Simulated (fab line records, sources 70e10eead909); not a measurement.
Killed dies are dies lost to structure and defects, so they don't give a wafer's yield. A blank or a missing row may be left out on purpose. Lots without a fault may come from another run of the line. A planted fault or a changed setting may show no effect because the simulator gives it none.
fab line records | flow nand_harc
record lots=12 wafers=36 last_day=34
route steps=1302 shown A_CHANNEL_HOLE_D2@603 A_CHANNEL_FILL_D2@616 END@1302
lots that met no fault: from a run of the same line without faults
start_h: hours from the record's first day to the start of the lot's first wafer shown | wait_h: hours since the lot's step before | " the same as in the row above | L1.1+2: a row that stands for several wafers | - no value, or no start given | * or withheld: withheld | < > ~ a bound
route shown NAME@n: a module of which the file shows steps, and the number in the route of the first | usual: mean/standard deviation of fault-free wafers | same: alike in all rows | chamber/n: place in a boat | sites: the reading at each site | _std_site: their standard deviation | _edge_site: outer sites' mean less inner sites' | radius_mm: how far each site lies from the wafer's centre | mask NAME#n: copy n | behind: the tool/chamber that last shaped the wafer | hold: why the lot was held/for how many hours/how that ended | device: the transistor (n, p or np) that didn't switch | end of line: the same wafers' tests at the end of the route | a step without rows: its recipe alone | killed: dies lost to structure and defects at the first sort, not the wafer's yield | map: a wafer's dies, x killed, . not, _ none there
set.NAME: the setting as run; set.NAME@STEP: as run at that earlier step | model.NAME: the simulator's own value behind a step, which no gauge read
steps of the route over a sample of lots; a table a step, a row a wafer
services: from which hour (start_h, from the record's first day; less than 0 if before it) a tool's chamber was out of use, for how many hours, and why
## steps
# step NHARC_A_CHANNEL_HOLE_D2_ETCH_44
# recipe target_depth_a=1400 overetch_a=140 time_s=77 ion_energy_ev=100 cf4_flow_sccm=80 o2_flow_sccm=20 ar_flow_sccm=0 rf_w=300 bias_w=100 chemistry=CF4/O2
# usual drypump_motor_current_A=5.7/0.31 oes_product_au=0.999/0.01 rf_vpp_V=198.3/1.4 showerhead_plenum_p_Torr=1.36/0.063 throttle_valve_pct=13.396/0.0091
# columns lot.wafer tool chamber start_h wait_h drypump_motor_current_A oes_product_au rf_hours_counter_h rf_vpp_V showerhead_plenum_p_Torr throttle_valve_pct
L292.2 rie_diel-13 0 285.34 0.1 5.8 0.986 6 196.0 1.25 13.405
L292.1 " 1 " " 5.3 0.982 6 199.9 1.38 13.398
L292.6 " 2 " " 5.5 0.998 - 200.8 1.41 13.403
L296.1 rie_diel-13 2 325.98 0.0 5.5 0.979 9 199.5 1.41 13.412
L296.3 " 0 " " 5.8 0.984 9 196.6 1.25 13.386
L296.6 " 3 " " 6.1 0.985 - 199.0 1.42 13.398
L295.4 rie_diel-13 0 330.13 0.0 5.8 0.984 9 194.7 1.25 13.393
L295.2 " 1 " " 5.2 0.982 9 198.3 1.38 13.407
L295.3 " 2 " " 5.5 0.987 9 200.2 1.41 13.400
L297.4 rie_diel-13 3 353.07 0.1 6.0 1.013 - 199.5 1.42 13.390
L297.5 " 0 " " 5.8 1.001 - 197.3 1.25 13.390
L297.6 " 1 " " 5.2 0.981 - 199.0 1.38 13.391
L298.2 rie_diel-13 0 364.02 0.0 5.8 1.011 1 197.2 1.25 13.410
L298.1 " 2 " " 5.5 1.003 0 199.3 1.41 13.395
L298.5 " 1 " " 5.3 1.000 - 198.5 1.38 13.403
L302.2 rie_diel-03 3 407.32 0.1 5.5 1.014 8 198.4 1.34 13.387
L302.3 " 0 " " 5.9 1.020 8 200.2 1.40 13.378
L302.4 " 3 " " 5.5 1.007 - 197.1 1.34 13.406
L303.2 rie_diel-04 0 411.71 0.1 6.2 0.996 2 198.5 1.35 13.392
L303.1 " 1 " " 5.9 0.987 2 199.7 1.41 13.383
L303.4 " 3 " " 6.1 1.009 1 198.1 1.38 13.426
L310.1 rie_diel-13 3 478.51 0.1 6.0 1.011 8 199.5 1.42 13.398
L310.3 " 1 " " 5.3 0.987 8 197.9 1.38 13.406
L310.4 " 2 " " 5.5 1.006 9 198.1 1.41 13.398
L312.2 rie_diel-13 3 490.35 0.1 6.1 1.005 9 199.6 1.42 13.392
L312.6 " 3 " " 6.0 1.002 - 200.5 1.42 13.409
L312.5 " 0 " " 5.8 0.998 - 195.5 1.25 13.392
L311.1 rie_diel-04 1 490.77 0.1 5.8 1.007 7 199.5 1.41 13.399
L311.3 " 2 " " 5.4 1.000 7 196.7 1.31 13.384
L311.4 " 0 " " 6.2 1.004 5 199.0 1.35 13.387
L313.1 rie_diel-04 2 510.31 0.1 5.4 1.004 8 197.6 1.31 13.401
L313.3 " 3 " " 6.1 1.006 8 198.7 1.38 13.399
L313.2 " 0 " " 6.2 1.010 6 197.4 1.35 13.385
L315.4 rie_diel-13 1 535.42 0.1 5.3 0.992 1 198.6 1.38 13.398
L315.3 " 2 " " 5.5 1.000 1 199.1 1.41 13.400
L315.2 " 3 " " 6.0 1.004 1 199.9 1.42 13.380
# step NHARC_A_CHANNEL_FILL_D2_ALD_16
# recipe target_thk_a=15 pulse_time_s=10 ald_cycles=15 temp_c=300 material=SiO2
# usual heater_power_w=465/60 precursor_pulse_height_rel=0.999/0.02
# columns lot.wafer tool chamber start_h wait_h heater_power_w precursor_pulse_height_rel
L292.2 ald_hk-02 2 303.09 4.5 490 0.997
L292.1 " 0 " " 415 1.003
L292.6 " 2 " " 485 0.987
L296.3 ald_hk-02 0 340.32 0.0 423 0.996
L296.1 " 3 " " 422 1.013
L296.6 " 1 " " 566 1.016
L295.2 ald_hk-01 1 343.50 0.0 386 1.007
L295.3 " 2 " " 384 0.989
L295.4 " 0 " " 485 0.986
L297.4 ald_hk-02 1 366.54 0.0 548 0.981
L297.5 " 1 " " 554 1.000
L297.6 " 2 " " 513 0.966
L298.1 ald_hk-01 2 377.38 0.0 384 1.015
L298.2 " 3 " " 479 1.023
L298.5 " 3 " " 475 1.000
L302.4 ald_hk-02 3 423.69 3.5 407 0.986
L302.2 " 0 " " 414 0.968
L302.3 " 1 " " 556 1.009
L303.2 ald_hk-01 0 428.89 0.1 480 1.032
L303.4 " 1 " " 396 1.000
L303.1 " 2 " " 385 0.975
L310.3 ald_hk-01 2 493.40 0.0 367 0.974
L310.1 " 0 " " 489 0.994
L310.4 " 1 " " 395 1.015
L312.2 ald_hk-02 1 503.68 0.0 559 1.014
L312.6 " 1 " " 555 0.990
L312.5 " 2 " " 518 1.015
L311.1 ald_hk-02 0 503.84 0.2 413 0.974
L311.4 " 1 " " 561 1.018
L311.3 " 3 " " 389 1.016
L313.1 ald_hk-02 0 524.16 0.1 403 1.015
L313.2 " 1 " " 558 0.986
L313.3 " 2 " " 508 1.042
L315.3 ald_hk-02 0 548.71 0.0 425 1.015
L315.2 " 1 " " 519 0.988
L315.4 " 2 " " 535 0.969
# step NHARC_A_CHANNEL_FILL_D2_ETCHBACK_20
# recipe target_depth_a=270 time_s=13.5 c4f8_flow_sccm=withheld o2_flow_sccm=8 ar_flow_sccm=withheld rf_w=600 bias_w=1500 chemistry=C4F8/O2/Ar
# usual oes_product_au=0.990/0.021 rf_vpp_V=979/6.1
# columns lot.wafer tool chamber start_h wait_h oes_product_au rf_hours_counter_h rf_vpp_V
L292.2 rie_diel-02 2 314.45 - 0.994 3 987
L292.1 " 1 " " 0.975 3 979
L292.6 " 3 " " 1.008 - 979
L296.1 rie_diel-06 1 352.30 - 0.989 1 978
L296.3 " 3 " " 0.995 1 977
L296.6 " 0 " " 0.980 - 969
L295.4 rie_diel-02 3 356.18 - 1.002 4 981
L295.2 " 1 " " 0.975 4 978
L295.3 " 2 " " 0.992 4 986
L297.4 rie_diel-07 1 378.17 - 0.943 8 970
L297.5 " 3 " " 0.936 - 969
L297.6 " 0 " " 0.918 - 986
L298.1 rie_diel-07 3 389.53 - 1.012 15 968
L298.2 " 0 " " 0.991 13 986
L298.5 " 3 " " 1.011 - 969
L302.3 rie_diel-02 0 435.30 - 0.995 1 979
L302.2 " 2 " " 0.985 1 987
L302.4 " 0 " " 0.990 - 982
L303.1 rie_diel-07 0 441.86 - 0.986 23 987
L303.2 " 1 " " 1.014 21 969
L303.4 " 2 " " 0.991 26 975
L310.3 rie_diel-06 0 505.48 - 0.983 0 968
L310.1 " 3 " " 0.988 0 976
L310.4 " 0 " " 0.988 - 970
L311.3 rie_diel-02 1 516.26 - 1.009 3 978
L311.4 " 3 " " 1.004 4 980
L311.1 " 0 " " 0.997 4 981
L312.2 rie_diel-06 1 516.27 - 1.019 1 980
L312.6 " 3 " " 0.997 - 978
L312.5 " 0 " " 0.998 - 969
L313.3 rie_diel-06 3 535.79 - 0.996 1 975
L313.1 " 0 " " 0.979 1 968
L313.2 " 2 " " 0.995 1 985
L315.2 rie_diel-06 1 560.87 - 1.013 1 979
L315.3 " 2 " " 0.995 2 985
L315.4 " 0 " " 0.990 2 968
# step NHARC_A_CHANNEL_FILL_D2_CMP_10
# recipe target_thk_nm=150
# usual motor_current_A=12.1/0.9 slurry_filter_dp_kPa=13.51/0.15 slurry_flow_ml_min=150.1/0.44 time_to_endpoint_s=14.6/2.1
# columns lot.wafer tool chamber start_h wait_h motor_current_A slurry_filter_dp_kPa slurry_flow_ml_min time_to_endpoint_s
L292.1 cmp-04 3 337.63 0.4 11.2 13.61 150.3 11.1
L292.2 " 0 " " 11.3 13.39 149.2 16.3
L292.6 " 2 " " 11.8 13.74 149.2 11.7
L295.2 cmp-02 3 377.42 0.4 11.3 13.43 149.9 12.6
L295.4 " 1 " " 13.5 13.52 150.0 16.2
L295.3 " 2 " " 12.2 13.16 149.7 18.6
L296.3 cmp-03 2 377.42 0.4 12.4 13.76 150.9 13.2
L296.1 " 0 " " 13.8 13.36 149.9 16.6
L296.6 " 2 " " 12.0 13.66 150.7 11.3
L297.4 cmp-02 2 402.31 0.4 12.2 13.34 149.5 14.8
L297.6 " 2 " " 12.2 13.55 149.4 12.9
L297.5 " 3 " " 11.5 13.56 149.6 11.2
L298.2 cmp-02 2 412.48 0.4 12.7 13.59 149.2 14.5
L298.1 " 1 " " 13.3 13.37 150.2 10.8
L298.5 " 2 " " 12.8 13.41 150.1 13.1
L302.3 cmp-02 2 458.46 0.4 11.9 13.68 150.0 19.1
L302.2 " 0 " " 13.0 13.36 149.7 9.0
L302.4 " 1 " " 13.4 13.71 150.3 8.9
L303.1 cmp-02 1 464.61 0.4 13.4 13.81 151.0 15.1
L303.4 " 2 " " 12.2 13.26 149.3 9.2
L303.2 " 3 " " 11.4 13.58 150.1 6.7
L310.3 cmp-03 0 528.27 0.4 13.6 13.55 150.0 20.1
L310.1 " 2 " " 11.8 13.36 150.0 16.0
L310.4 " 3 " " 11.5 13.72 150.3 17.1
L312.2 cmp-02 1 539.48 0.4 13.2 13.56 150.0 16.5
L312.6 " 0 " " 13.2 13.33 150.4 16.4
L312.5 " 1 " " 13.2 13.15 150.3 14.5
L311.3 cmp-04 1 539.48 0.4 11.1 13.52 150.0 17.5
L311.1 " 2 " " 11.5 13.66 150.1 14.9
L311.4 " 3 " " 11.2 13.51 149.8 14.1
L313.3 cmp-02 0 559.07 0.4 12.9 13.46 149.3 13.8
L313.1 " 1 " " 13.1 13.79 150.1 14.6
L313.2 " 3 " " 11.1 13.58 150.3 13.8
L315.3 cmp-02 2 584.18 0.4 11.6 13.52 149.6 13.9
L315.4 " 3 " " 11.1 13.67 150.5 12.1
L315.2 " 0 " " 12.8 13.62 149.6 13.2
# step NHARC_END_SORT_01
# recipe temp_c=25
# usual killed_at_array=53/21 killed_at_other=1.1/1.5 killed_at_periphery=3.9/2.7 killed_dies=58/21 killed_open=3.4/1.9 killed_short=2.3/1.5
# same gross_dies=677
# columns lot.wafer tool chamber start_h wait_h killed_at_array killed_at_other killed_at_periphery killed_dies killed_open killed_short
L298.1 prober-01 0 633.99 2.5 48 0 4 52 4 2
L298.2 prober-01 0 634.78 2.8 50 0 3 53 1 3
L298.5 prober-01 0 637.16 3.7 50 0 0 50 3 0
# killed by level:class
L298.1 A_CHANNEL_HOLE_D2:chamber_film_flake=27 A_CONTACT:chamber_film_flake=7 A_STAIRCASE:chamber_film_flake=5 A_CHANNEL_HOLE_D1:chamber_film_flake=2 A_M1:chamber_film_flake=2 P_CONTACT:geometric_particle:open=1 P_M0:geometric_particle:open=1 A_ONON_D1:geometric_particle:short=1
L298.2 A_CHANNEL_HOLE_D2:chamber_film_flake=27 A_CHANNEL_FILL_D1:chamber_film_flake=5 A_CONTACT:chamber_film_flake=5 A_STAIRCASE:chamber_film_flake=4 P_ZERO_WELL:chamber_film_flake=3 A_SLIT:chamber_film_flake=3 A_ONON_D1:geometric_particle:short=2 A_CHANNEL_HOLE_D1:chamber_film_flake=2
L298.5 A_CHANNEL_HOLE_D2:chamber_film_flake=22 A_CHANNEL_FILL_D1:chamber_film_flake=7 A_CHANNEL_HOLE_D1:chamber_film_flake=6 A_STAIRCASE:chamber_film_flake=4 A_CONTACT:chamber_film_flake=4 A_DECK1_JOINT:chamber_film_flake=2 A_ONON_D1:geometric_particle:open=1 A_ONON_D2:geometric_particle:open=1
## services
# columns tool chamber start_h hours kind
rie_diel-02 1 262.59 5.5 repair
cmp-02 - 276.09 0.4 repair
rie_diel-13 2 286.03 8.9 repair
ald_hk-01 - 296.15 10.0 pm
rie_diel-06 - 307.20 9.0 pm
rie_diel-13 3 311.30 4.8 repair
cmp-02 - 330.53 4.0 pm
ald_hk-01 - 341.46 0.7 repair
rie_diel-13 - 342.26 9.0 pm
rie_diel-02 - 343.13 0.4 repair
ald_hk-02 - 351.79 10.0 pm
rie_diel-06 - 354.87 4.6 repair
rie_diel-06 0 386.58 8.9 repair
cmp-02 - 414.45 0.6 repair
cmp-02 - 428.53 4.0 pm
rie_diel-06 1 429.79 7.0 repair
rie_diel-06 0 475.36 7.9 repair
rie_diel-13 3 482.03 2.2 repair
rie_diel-06 - 484.20 9.0 pm
rie_diel-13 2 492.94 17.1 repair
rie_diel-06 1 503.32 3.4 repair
rie_diel-13 - 519.26 9.0 pm
cmp-02 - 526.53 4.0 pm
rie_diel-06 1 533.15 6.4 repair
## key
first_sign step=NHARC_A_CHANNEL_FILL_D2_CMP_10 reading=time_to_endpoint_s direction=down sigmas=2.9 usual=* struck=*
effect none on later readings
met_at NHARC_A_CHANNEL_FILL_D2_CMP_10
struck_lots L302,L303
struck_wafers L302.2,L302.4,L303.2,L303.4
tester_left_out L302,L303
not_acting_at NHARC_A_CHANNEL_HOLE_D2_ETCH_44,NHARC_A_CHANNEL_FILL_D2_ALD_16,NHARC_A_CHANNEL_FILL_D2_ETCHBACK_20
onset_between 412.48 458.46
fault kind=process_parameter_drift tool=cmp-02 chamber=- onset_h=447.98 steps=NHARC_A_CHANNEL_FILL_D2_CMP_10 channel=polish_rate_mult offset=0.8 shape=step end_h=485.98 scope=struck_wafers_only
# tester_left_out: of these lots the tester's yield and bins aren't shown, on N5 and GAA mostly nor the transistor test; their killed dies are dies lost to structure and defects alone, not to doping, threshold or leakage, so they don't give the yield
